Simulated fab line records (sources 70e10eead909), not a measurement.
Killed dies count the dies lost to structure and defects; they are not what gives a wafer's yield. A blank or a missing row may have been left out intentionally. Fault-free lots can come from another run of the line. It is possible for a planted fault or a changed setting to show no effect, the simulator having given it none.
fab line records	flow nand_harc
record: lots: 7	wafers: 21	last_day: 33
route steps=1302 shown A_CHANNEL_HOLE_D1@467
lots that met no fault: taken from a fault-free run of the same line
start_h: hours from the record's first day to the start of the lot's first wafer shown	wait_h: hours since the lot's step before	" repeats the value in the row above	L1.1+2: several wafers, shown together as one row	- value missing, or start not given	* or withheld: withheld	< > ~ a bound
route shown NAME@n: NAME is a module with steps in the file, n the number in the route of the first one	usual: mean/standard deviation of fault-free wafers	same: alike in all rows	chamber/n: place in a boat	sites: per-site readings	_std_site: standard deviation across them	_edge_site: the outer-site mean with the inner-site mean subtracted	radius_mm: how far each site lies from the wafer's centre	mask NAME#n: copy n	behind: the most recent tool/chamber to have shaped the wafer	hold: why the lot went on hold/how many hours it stayed there/how the hold came to an end	device: whichever transistor did not switch (one of n, p or np)	end of line: tests run on the same wafers once the route is complete	where a step has no rows: the recipe by itself	killed: dies lost to structure and defects at the first sort, not the wafer's yield	map: a wafer's dies, marking killed ones x, the rest . and places with no die _
set.NAME: the setting the step ran with; set.NAME@STEP: the setting that earlier step ran with	model.NAME: the simulator's own value behind a step, which no gauge read
lots at selected steps of the route; one table per step, one row per wafer
services: a tool's chamber out of use, with start hour (start_h, from the record's first day; less than 0 if before it), hours out, and reason
== steps ==
step: NHARC_A_CHANNEL_HOLE_D1_ETCH_39
recipe: target_depth_a: 2600	over_etch_frac: 0.3	time_s: 325	ion_energy_ev: 200	n2_flow_sccm: 150	h2_flow_sccm: 150	ar_flow_sccm: 0	rf_w: 400	bias_w: 150	chemistry: N2/H2
step: NHARC_A_CHANNEL_HOLE_D1_ETCH_34
recipe: target_depth_a: 1540	time_s: 77	cf4_flow_sccm: 100	chf3_flow_sccm: 30	ar_flow_sccm: 0	rf_w: 500	bias_w: 200	chemistry: CF4/CHF3
step: NHARC_A_CHANNEL_HOLE_D1_ETCH_16
recipe: target_depth_a: 31000	over_etch_frac: 0.3	time_s: 806	ion_energy_ev: 150	o2_flow_sccm: 400	cos_flow_sccm: 20	ar_flow_sccm: 0	rf_w: 500	bias_w: 300	chemistry: O2/COS
step: NHARC_A_CHANNEL_HOLE_D1_CD_MEAS_18
usual: cd_nm: 99.1/1.6
lot.wafer	tool	chamber	start_h	wait_h	cd_nm
L998.2	cd_sem-02	-	181.42	-	103.0
L998.4	"	-	"	"	101.5
L998.6	"	-	"	"	100.8
L102.1	cd_sem-01	-	220.79	-	99.0
L102.3	"	-	"	"	99.1
L102.5	"	-	"	"	100.0
L108.2	cd_sem-01	-	285.94	-	98.4
L108.4	"	-	"	"	101.0
L108.6	"	-	"	"	99.5
L112.3	cd_sem-03	-	323.12	-	96.2
L112.4	"	-	"	"	96.2
L112.5	"	-	"	"	96.9
L111.1	cd_sem-02	-	324.49	-	97.7
L111.2	"	-	"	"	97.4
L111.5	"	-	"	"	98.0
L113.2	cd_sem-02	-	336.38	-	99.4
L113.5	"	-	"	"	99.6
L113.6	"	-	"	"	100.4
L121.1	cd_sem-02	-	408.99	-	97.9
L121.4	"	-	"	"	99.3
L121.6	"	-	"	"	96.2
step: NHARC_A_CHANNEL_HOLE_D1_ETCH_19
recipe: bias_v: 1200	source_w: 2500	pressure_mtorr: 15	time_s: 34.5	ar_flow_sccm: 375	c4f8_flow_sccm: 28.8	o2_flow_sccm: 96.2	temp_c: -20	target_depth_a: *	chemistry: C4F8/O2/Ar
usual: bias_v: 1200/11	c4f8_flow_sccm: 28.81/0.084	chamber_pressure_mTorr: 14.999/0.015	drypump_motor_current_A: 6.1/0.59	oes_air_line_au: 1.002/0.02	showerhead_plenum_p_Torr: 3.71/0.078	throttle_valve_pct: 37.040/0.009
lot.wafer	tool	chamber	start_h	wait_h	bias_v	c4f8_flow_sccm	chamber_pressure_mTorr	drypump_motor_current_A	oes_air_line_au	rf_hours_counter_h	showerhead_plenum_p_Torr	throttle_valve_pct
L998.2	har_etch-01	1	181.49	0.1	1201	28.72	15.002	6.8	1.013	84	3.78	37.038
L998.4	"	0	"	"	1217	28.74	15.012	5.8	1.005	-	3.78	37.054
L998.6	"	0	"	"	1214	28.96	14.986	5.7	1.031	-	3.78	37.028
L102.1	har_etch-01	0	221.82	1.0	1212	28.89	14.979	5.7	0.993	111	3.77	37.037
L102.3	"	0	"	"	1209	28.98	15.006	5.8	0.968	-	3.77	37.025
L102.5	"	1	"	"	1194	28.82	14.972	6.8	0.980	-	3.77	37.055
L108.2	har_etch-02	0	286.03	0.1	1210	28.81	14.992	5.2	1.029	350	3.65	37.045
L108.4	"	1	"	"	1207	28.83	15.003	6.2	0.996	-	3.61	37.039
L108.6	"	0	"	"	1207	28.83	15.003	5.2	1.045	-	3.65	37.027
L112.4	har_etch-01	1	326.59	3.5	1194	28.78	14.980	6.8	1.004	-	3.73	37.029
L112.3	"	0	"	"	1190	28.81	15.027	5.7	1.057	-	3.73	37.041
L112.5	"	0	"	"	1195	28.95	14.992	5.8	1.007	-	3.73	37.027
L111.2	har_etch-01	1	330.73	6.2	1187	28.74	14.990	6.8	0.989	173	3.73	37.025
L111.1	"	0	"	"	1204	28.64	14.999	5.7	1.026	173	3.73	37.030
L111.5	"	1	"	"	1210	28.68	14.978	6.8	0.971	-	3.73	37.050
L113.2	har_etch-01	0	336.47	0.1	1197	28.77	14.996	5.7	0.984	177	3.73	37.045
L113.5	"	1	"	"	1185	28.82	15.006	6.8	0.979	-	3.73	37.041
L113.6	"	0	"	"	1185	28.74	14.985	5.7	1.011	-	3.73	37.045
L121.1	har_etch-01	1	409.09	0.1	1180	28.72	15.008	6.8	0.963	227	3.70	37.046
L121.4	"	1	"	"	1190	28.54	14.997	6.8	1.004	-	3.70	37.032
L121.6	"	0	"	"	1209	28.78	15.001	5.7	1.009	-	3.70	37.051
step: NHARC_A_CHANNEL_HOLE_D1_ETCH_20
recipe: bias_v: 3000	source_w: withheld	pressure_mtorr: 20	time_s: 361.9	ar_flow_sccm: 375	c4f8_flow_sccm: 89.3	o2_flow_sccm: 35.7	temp_c: -20	target_depth_a: 16000	chemistry: C4F8/O2/Ar
usual: c4f8_flow_sccm: 89.29/0.26	chamber_pressure_mTorr: 20.000/0.017	drypump_motor_current_A: 6.1/0.59	oes_air_line_au: 1.003/0.019	showerhead_plenum_p_Torr: 3.67/0.074	throttle_valve_pct: 32.155/0.01
lot.wafer	tool	chamber	start_h	wait_h	c4f8_flow_sccm	chamber_pressure_mTorr	drypump_motor_current_A	oes_air_line_au	rf_hours_counter_h	showerhead_plenum_p_Torr	throttle_valve_pct
L998.2	har_etch-01	1	181.60	0.1	89.45	19.973	6.8	1.006	84	3.74	32.158
L998.4	"	0	"	"	89.26	20.012	5.7	0.998	-	3.74	32.152
L998.6	"	0	"	"	89.71	20.018	5.8	0.980	-	3.74	32.154
L102.1	har_etch-01	0	221.96	0.1	89.67	20.016	5.7	1.027	111	3.72	32.150
L102.3	"	0	"	"	89.46	20.000	5.7	1.018	-	3.72	32.153
L102.5	"	1	"	"	89.25	19.988	6.8	1.004	-	3.72	32.162
L108.2	har_etch-02	0	286.17	0.1	89.57	19.969	5.2	0.967	350	3.61	32.152
L108.4	"	1	"	"	89.15	19.970	6.2	1.027	-	3.57	32.168
L108.6	"	0	"	"	89.49	20.020	5.2	0.995	-	3.61	32.156
L112.4	har_etch-01	1	326.77	0.2	89.12	19.996	6.8	1.002	-	3.69	32.141
L112.3	"	0	"	"	89.78	20.019	5.7	1.016	-	3.69	32.152
L112.5	"	0	"	"	89.45	20.022	5.8	1.008	-	3.69	32.155
L111.2	har_etch-01	1	330.84	0.1	88.94	19.996	6.8	1.003	173	3.69	32.150
L111.1	"	0	"	"	88.99	19.983	5.8	1.022	173	3.69	32.142
L111.5	"	1	"	"	88.86	19.980	6.8	1.010	-	3.69	32.142
L113.2	har_etch-01	0	336.61	0.1	89.20	20.019	5.8	1.017	177	3.69	32.156
L113.5	"	1	"	"	89.49	19.991	6.8	1.003	-	3.69	32.170
L113.6	"	0	"	"	89.06	20.032	5.8	1.020	-	3.69	32.153
L121.1	har_etch-01	1	409.24	0.1	89.86	19.994	6.8	0.998	227	3.66	32.175
L121.4	"	1	"	"	89.59	19.994	6.8	1.006	-	3.66	32.146
L121.6	"	0	"	"	89.25	20.009	5.8	0.990	-	3.66	32.151
step: NHARC_A_CHANNEL_HOLE_D1_ETCH_21
recipe: bias_v: 3000	source_w: withheld	pressure_mtorr: 20	time_s: 514.3	ar_flow_sccm: 375	c4f8_flow_sccm: 89.3	o2_flow_sccm: 35.7	temp_c: -20	target_depth_a: 16000	chemistry: C4F8/O2/Ar
step: NHARC_A_CHANNEL_HOLE_D1_ETCH_22
recipe: bias_v: 3000	source_w: withheld	pressure_mtorr: 20	time_s: 666.7	ar_flow_sccm: 375	c4f8_flow_sccm: 89.3	o2_flow_sccm: 35.7	temp_c: -20	target_depth_a: 16000	chemistry: C4F8/O2/Ar
step: NHARC_A_CHANNEL_HOLE_D1_ETCH_23
recipe: bias_v: 5000	source_w: withheld	pressure_mtorr: 20	time_s: 819	ar_flow_sccm: 375	c4f8_flow_sccm: 89.3	o2_flow_sccm: 35.7	temp_c: -20	target_depth_a: 16000	chemistry: C4F8/O2/Ar
step: NHARC_A_CHANNEL_HOLE_D1_ETCH_24
recipe: bias_v: 5000	source_w: withheld	pressure_mtorr: 20	time_s: 906.2	ar_flow_sccm: 375	c4f8_flow_sccm: 93.8	o2_flow_sccm: 31.2	temp_c: -20	target_depth_a: 15000	chemistry: C4F8/O2/Ar
usual: c4f8_flow_sccm: 93.78/0.29	chamber_pressure_mTorr: 20.000/0.02	drypump_motor_current_A: 6.1/0.6	oes_air_line_au: 0.999/0.024	showerhead_plenum_p_Torr: 3.66/0.074	throttle_valve_pct: 32.236/0.0095
lot.wafer	tool	chamber	start_h	wait_h	c4f8_flow_sccm	chamber_pressure_mTorr	drypump_motor_current_A	oes_air_line_au	rf_hours_counter_h	showerhead_plenum_p_Torr	throttle_valve_pct
L998.2	har_etch-01	1	183.60	0.6	93.67	20.003	6.8	0.990	86	3.73	32.248
L998.4	"	0	"	"	94.12	20.002	5.7	0.987	-	3.73	32.231
L998.6	"	0	"	"	94.05	19.977	5.7	0.944	-	3.73	32.236
L102.1	har_etch-01	0	224.05	0.6	93.61	20.002	5.7	0.986	113	3.72	32.235
L102.3	"	0	"	"	93.62	19.994	5.8	1.001	-	3.72	32.234
L102.5	"	1	"	"	93.60	20.032	6.8	1.016	-	3.72	32.239
L108.2	har_etch-02	0	288.27	0.6	93.82	19.971	5.2	0.987	352	3.60	32.223
L108.4	"	1	"	"	93.99	19.978	6.2	1.032	-	3.57	32.232
L108.6	"	0	"	"	93.40	20.000	5.2	0.935	-	3.60	32.252
L112.4	har_etch-01	1	328.95	0.6	93.80	19.999	6.8	1.012	-	3.68	32.235
L112.3	"	0	"	"	94.01	20.009	5.8	0.982	-	3.68	32.248
L112.5	"	0	"	"	94.03	20.032	5.7	0.960	-	3.68	32.251
L111.2	har_etch-01	1	332.86	0.6	94.19	20.005	6.8	0.976	175	3.68	32.238
L111.1	"	0	"	"	93.83	20.022	5.8	1.039	175	3.68	32.224
L111.5	"	1	"	"	93.54	20.016	6.8	0.959	-	3.68	32.222
L113.2	har_etch-01	0	338.69	0.6	93.61	20.021	5.7	1.005	179	3.68	32.255
L113.5	"	1	"	"	93.85	20.032	6.8	0.960	-	3.68	32.222
L113.6	"	0	"	"	94.00	20.008	5.7	1.000	-	3.68	32.214
L121.1	har_etch-01	1	411.34	0.6	93.65	19.965	6.8	1.024	229	3.65	32.224
L121.4	"	1	"	"	93.82	20.017	6.8	1.014	-	3.65	32.245
L121.6	"	0	"	"	93.76	19.982	5.8	0.991	-	3.65	32.240
step: NHARC_A_CHANNEL_HOLE_D1_ETCH_25
recipe: bias_v: 5000	source_w: withheld	pressure_mtorr: 20	time_s: 1040.2	ar_flow_sccm: 375	c4f8_flow_sccm: 93.8	o2_flow_sccm: 31.2	temp_c: -20	target_depth_a: 15000	chemistry: C4F8/O2/Ar
usual: c4f8_flow_sccm: 93.90/0.3	chamber_pressure_mTorr: 20.002/0.02	drypump_motor_current_A: 6.1/0.59	oes_air_line_au: 1.002/0.021	showerhead_plenum_p_Torr: 3.66/0.074	throttle_valve_pct: 32.235/0.0097
lot.wafer	tool	chamber	start_h	wait_h	c4f8_flow_sccm	chamber_pressure_mTorr	drypump_motor_current_A	oes_air_line_au	rf_hours_counter_h	showerhead_plenum_p_Torr	throttle_valve_pct
L998.2	har_etch-01	1	-	-	93.95	19.962	6.8	1.023	87	3.73	32.238
L998.4	"	0	"	"	93.61	20.014	5.8	1.062	-	3.73	32.242
L998.6	"	0	"	"	93.60	20.007	5.8	0.997	-	3.73	32.218
L102.1	har_etch-01	0	224.83	0.7	93.74	19.971	5.7	1.004	114	3.72	32.237
L102.3	"	0	"	"	93.81	20.011	5.8	1.020	-	3.72	32.236
L102.5	"	1	"	"	93.52	19.979	6.8	1.034	-	3.72	32.238
L108.2	har_etch-02	0	289.05	0.7	93.45	19.994	5.2	0.977	353	3.60	32.247
L108.4	"	1	"	"	94.03	20.022	6.2	0.973	-	3.56	32.237
L108.6	"	0	"	"	93.78	19.981	5.2	1.021	-	3.60	32.224
L112.4	har_etch-01	1	329.75	0.7	93.73	20.006	6.8	1.019	-	3.68	32.242
L112.3	"	0	"	"	93.80	20.053	5.7	1.017	-	3.68	32.245
L112.5	"	0	"	"	93.99	19.978	5.7	1.032	-	3.68	32.222
L111.2	har_etch-01	1	333.64	0.6	93.65	20.016	6.8	1.008	176	3.68	32.225
L111.1	"	0	"	"	93.77	20.012	5.7	0.967	176	3.68	32.243
L111.5	"	1	"	"	93.71	19.982	6.8	1.008	-	3.68	32.229
L113.2	har_etch-01	0	339.47	0.7	93.84	19.980	5.8	1.015	180	3.68	32.217
L113.5	"	1	"	"	93.98	19.984	6.8	1.006	-	3.68	32.239
L113.6	"	0	"	"	93.73	20.030	5.8	1.027	-	3.68	32.244
L121.1	har_etch-01	1	412.13	0.7	94.03	20.024	6.8	1.003	229	3.65	32.231
L121.4	"	1	"	"	94.49	20.016	6.8	1.022	-	3.65	32.231
L121.6	"	0	"	"	93.85	19.992	5.7	1.024	-	3.65	32.236
step: NHARC_A_CHANNEL_HOLE_D1_ETCH_26
recipe: bias_v: 300	source_w: 2000	pressure_mtorr: 30	time_s: 224.1	ar_flow_sccm: 375	c4f8_flow_sccm: 11.4	o2_flow_sccm: 113.6	temp_c: -20	target_depth_a: 3000	chemistry: C4F8/O2/Ar
usual: bias_v: 299.3/2.8	c4f8_flow_sccm: 11.41/0.034	chamber_pressure_mTorr: 29.999/0.029	drypump_motor_current_A: 6.1/0.6	oes_air_line_au: 0.999/0.022	showerhead_plenum_p_Torr: 3.71/0.078	throttle_valve_pct: 24.584/0.0093
lot.wafer	tool	chamber	start_h	wait_h	bias_v	c4f8_flow_sccm	chamber_pressure_mTorr	drypump_motor_current_A	oes_air_line_au	rf_hours_counter_h	showerhead_plenum_p_Torr	throttle_valve_pct
L998.2	har_etch-01	1	-	-	298.5	11.44	30.013	6.8	0.967	88	3.78	24.589
L998.4	"	0	"	"	295.8	11.40	30.018	5.7	1.035	-	3.78	24.596
L998.6	"	0	"	"	300.2	11.36	30.005	5.8	1.018	-	3.78	24.596
L102.1	har_etch-01	0	225.61	0.6	296.8	11.35	30.007	5.8	1.025	115	3.77	24.585
L102.3	"	0	"	"	303.0	11.38	30.023	5.8	1.042	-	3.77	24.607
L102.5	"	1	"	"	296.9	11.35	29.986	6.8	1.021	-	3.77	24.588
L108.2	har_etch-02	0	289.81	0.6	293.6	11.38	29.996	5.2	0.966	354	3.65	24.590
L108.4	"	1	"	"	298.4	11.42	29.972	6.2	0.976	-	3.61	24.590
L108.6	"	0	"	"	292.9	11.41	30.012	5.2	1.014	-	3.65	24.582
L112.4	har_etch-01	1	330.41	0.5	300.0	11.38	30.035	6.8	1.011	-	3.73	24.581
L112.3	"	0	"	"	300.5	11.40	30.003	5.7	0.992	-	3.73	24.588
L112.5	"	0	"	"	301.4	11.42	30.009	5.7	0.998	-	3.73	24.598
L111.2	har_etch-01	1	334.52	0.7	299.2	11.42	30.008	6.8	0.993	177	3.73	24.573
L111.1	"	0	"	"	298.2	11.42	29.940	5.8	0.999	177	3.73	24.594
L111.5	"	1	"	"	300.4	11.42	29.999	6.8	1.006	-	3.73	24.567
L113.2	har_etch-01	0	340.23	0.6	297.0	11.39	30.045	5.7	0.995	180	3.73	24.577
L113.5	"	1	"	"	303.3	11.42	29.958	6.8	0.993	-	3.73	24.588
L113.6	"	0	"	"	300.3	11.41	29.947	5.8	1.007	-	3.73	24.591
L121.1	har_etch-01	1	412.89	0.6	299.9	11.46	30.060	6.8	0.999	230	3.70	24.584
L121.4	"	1	"	"	298.4	11.38	29.982	6.8	1.021	-	3.70	24.588
L121.6	"	0	"	"	295.9	11.41	29.966	5.8	1.002	-	3.70	24.586
step: NHARC_A_CHANNEL_HOLE_D1_ETCH_33
recipe: bias_v: 400	source_w: 2000	pressure_mtorr: 25	time_s: 90	ar_flow_sccm: 375	c4f8_flow_sccm: 41.7	o2_flow_sccm: 83.3	temp_c: -20	target_depth_a: 4000	chemistry: C4F8/O2/Ar
usual: bias_v: 401/3.9	c4f8_flow_sccm: 41.69/0.12	chamber_pressure_mTorr: 25.000/0.022	drypump_motor_current_A: 6.1/0.6	oes_air_line_au: 0.995/0.02	showerhead_plenum_p_Torr: 3.71/0.077	throttle_valve_pct: 27.622/0.0088
lot.wafer	tool	chamber	start_h	wait_h	bias_v	c4f8_flow_sccm	chamber_pressure_mTorr	drypump_motor_current_A	oes_air_line_au	rf_hours_counter_h	showerhead_plenum_p_Torr	throttle_valve_pct
L998.2	har_etch-01	1	185.43	-	403	41.75	24.983	6.8	0.970	88	3.77	27.623
L998.4	"	0	"	"	407	41.81	24.963	5.8	1.022	-	3.78	27.633
L998.6	"	0	"	"	401	41.65	24.972	5.8	0.999	-	3.78	27.617
L102.1	har_etch-01	0	225.81	0.2	398	41.70	25.036	5.7	1.026	115	3.76	27.613
L102.3	"	0	"	"	397	41.75	25.006	5.7	0.953	-	3.76	27.601
L102.5	"	1	"	"	404	41.64	24.984	6.8	1.004	-	3.76	27.627
L108.2	har_etch-02	0	290.01	0.2	405	41.91	25.000	5.2	0.966	354	3.64	27.618
L108.4	"	1	"	"	402	41.80	24.961	6.2	1.009	-	3.60	27.615
L108.6	"	0	"	"	407	41.73	25.016	5.2	0.972	-	3.64	27.602
L112.4	har_etch-01	1	330.61	0.2	-	-	-	-	-	-	-	-
L112.3	"	0	"	"	-	-	-	-	-	-	-	-
L112.5	"	0	"	"	-	-	-	-	-	-	-	-
L111.2	har_etch-01	1	334.72	0.2	-	-	-	-	-	-	-	-
L111.1	"	0	"	"	-	-	-	-	-	-	-	-
L111.5	"	1	"	"	-	-	-	-	-	-	-	-
L113.2	har_etch-01	0	340.43	0.2	-	-	-	-	-	-	-	-
L113.5	"	1	"	"	-	-	-	-	-	-	-	-
L113.6	"	0	"	"	-	-	-	-	-	-	-	-
L121.1	har_etch-01	1	413.09	0.2	402	41.62	25.037	6.8	1.020	230	3.70	27.626
L121.4	"	1	"	"	402	41.55	24.977	6.8	0.994	-	3.70	27.614
L121.6	"	0	"	"	396	41.68	25.002	5.7	0.995	-	3.70	27.608
step: NHARC_A_CHANNEL_HOLE_D1_STRIP_41
recipe: n2_flow_sccm: 150	h2_flow_sccm: 150	ar_flow_sccm: 0	bias_w: 0	chemistry: N2/H2
== services ==
tool	chamber	start_h	hours	kind
har_etch-01	-	235.18	0.2	repair
har_etch-02	0	323.36	-	consumable_replace:focus_ring
har_etch-02	0	323.36	17.0	scheduled_down
har_etch-02	0	323.36	17.0	vent_cycle
har_etch-02	-	377.43	17.0	pm
har_etch-02	0	377.43	17.0	vent_cycle
har_etch-02	1	377.43	17.0	vent_cycle
har_etch-02	0	394.43	-	clean
har_etch-02	0	394.43	-	consumable_replace:showerhead
har_etch-02	1	394.43	-	clean
har_etch-02	1	394.43	-	consumable_replace:focus_ring
har_etch-02	1	394.43	-	consumable_replace:showerhead
== key ==
first_sign: step: NHARC_A_CHANNEL_HOLE_D1_ETCH_33	reading: tool_record	direction: missing
effect none on later readings
met_at NHARC_A_CHANNEL_HOLE_D1_ETCH_33
struck_wafers L111.1,L111.2,L111.5,L112.3,L112.4,L112.5,L113.2,L113.5,L113.6
later_rows_left_out L111.1,L111.2,L111.5,L112.3,L112.4,L112.5,L113.2,L113.5,L113.6
sort_left_out L111.1,L111.2,L111.5,L112.3,L112.4,L112.5,L113.2,L113.5,L113.6
tester_left_out L111,L112,L113
onset_between 225.81 330.61
fault: kind: skipped_step_whole	tool: har_etch-01	chamber: -	onset_h: 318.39	steps: NHARC_A_CHANNEL_HOLE_D1_ETCH_33	scope: struck_lots_only
tester_left_out: of these lots the tester's yield and bins aren't shown, on N5 and GAA mostly nor the transistor test; their killed dies are dies lost to structure and defects alone, not to doping, threshold or leakage, so they don't give the yield
sort_left_out: the simulated sort isn't trusted on such a fault, so these wafers' sort isn't shown, and their yield isn't known
later_rows_left_out: the simulator's readings of these wafers behind a module that went badly wrong aren't trusted and aren't shown, but for the sort
